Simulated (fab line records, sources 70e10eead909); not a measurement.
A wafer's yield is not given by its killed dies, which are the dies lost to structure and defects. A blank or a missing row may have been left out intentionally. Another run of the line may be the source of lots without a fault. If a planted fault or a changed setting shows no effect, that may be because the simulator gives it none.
Matching of chambers | flow nand harc | NHARC_A_BONDPAD_ETCH_34 on rie diel-12 has 4 sister chambers
The step etches the open film in N2/H2, target depth 60 nm, overetch 18 nm, time 65.91 s. 4 wafers are shown with their chamber, then 8 later ones without.

== WAFERS PAIRED WITH THEIR CHAMBERS ==
wafer  | chamber | rf vpp V (V)
L928.3 | 3       | 433.8
L927.1 | 1       | 430.4
L930.1 | 2       | 431.2
L930.2 | 0       | 428.0

== WAFERS MISSING THEIR CHAMBER ==
wafer  | rf vpp V (V)
L930.4 | 430.7
L935.6 | 432.5
L942.3 | 429.3
L942.4 | 426.9
L942.6 | 431.4
L943.1 | 431.6
L943.4 | 433.4
L943.5 | 432.0

== WHICH CHAMBER EACH WENT THROUGH ==
wafer  | from the rows above          | in truth
L930.4 | can't be placed: 1 or 2      | 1
L935.6 | can't be placed: 2 or 3 or 1 | 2
L942.3 | can't be placed: 1 or 0 or 2 | 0
L942.4 | 0                            | 0
L942.6 | can't be placed: 2 or 1      | 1
L943.1 | can't be placed: 2 or 1      | 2
L943.4 | 3                            | 3
L943.5 | can't be placed: 2 or 1 or 3 | 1
Placed correctly: 2 of 8. These rows do not allow placing 6 (true chamber among the candidates in 6). Number placed wrongly: 0.
How it was worked out, from the rows above alone: a wafer's distance from a chamber is the root of the sum, over the readings, of the square of ((its reading less the chamber's mean) divided by the reading's scatter). The wafer belongs to the nearest chamber; if the next one is less than 2 further off, it can't be placed. For every chamber, the mean is computed from those of its wafers that are shown. The scatter: with one shown wafer a chamber, the root of the mean of the squares of how far each hidden wafer lies from its nearest shown one.
